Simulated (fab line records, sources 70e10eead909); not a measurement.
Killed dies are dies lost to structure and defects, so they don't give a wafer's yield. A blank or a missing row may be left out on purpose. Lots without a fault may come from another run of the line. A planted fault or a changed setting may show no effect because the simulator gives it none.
Chamber matching | flow nand_harc | NHARC_A_M0_STRIP_18 on rie_diel-11: 4 sister chambers
The step strips in N2/H2. 4 wafers are shown with their chamber, then 12 later ones without.

WAFERS WITH THEIR CHAMBER
wafer  | chamber | showerhead_plenum_p_Torr (Torr)
L082.6 | 2       | 1.95
L084.1 | 3       | 2.15
L084.2 | 1       | 1.97
L084.4 | 0       | 2.17

WAFERS WITHOUT THEIR CHAMBER
wafer  | showerhead_plenum_p_Torr (Torr)
L083.1 | 1.97
L083.2 | 2.15
L083.3 | 1.95
L083.4 | 2.17
L083.5 | 2.15
L083.6 | 1.95
L086.1 | 2.17
L086.3 | 1.94
L086.6 | 2.15
L094.1 | 2.17
L094.2 | 1.97
L094.4 | 2.15

WHICH CHAMBER EACH WENT THROUGH
wafer  | from the rows above | in truth
L083.1 | 1                   | 1
L083.2 | 3                   | 3
L083.3 | 2                   | 2
L083.4 | 0                   | 0
L083.5 | 3                   | 3
L083.6 | 2                   | 2
L086.1 | 0                   | 0
L086.3 | 2                   | 2
L086.6 | 3                   | 3
L094.1 | 0                   | 0
L094.2 | 1                   | 1
L094.4 | 3                   | 3
Placed correctly: 12 of 12. Can't be placed from these rows: 0. Placed wrongly: 0.
How it was worked out, from the rows above alone: a wafer's distance from a chamber is the root of the sum, over the readings, of the square of ((its reading less the chamber's mean) divided by the reading's scatter). The wafer belongs to the nearest chamber; if the next one is less than 2 further off, it can't be placed. A chamber's mean is the mean of its shown wafers. The scatter: with one shown wafer a chamber, the root of the mean of the squares of how far each hidden wafer lies from its nearest shown one.
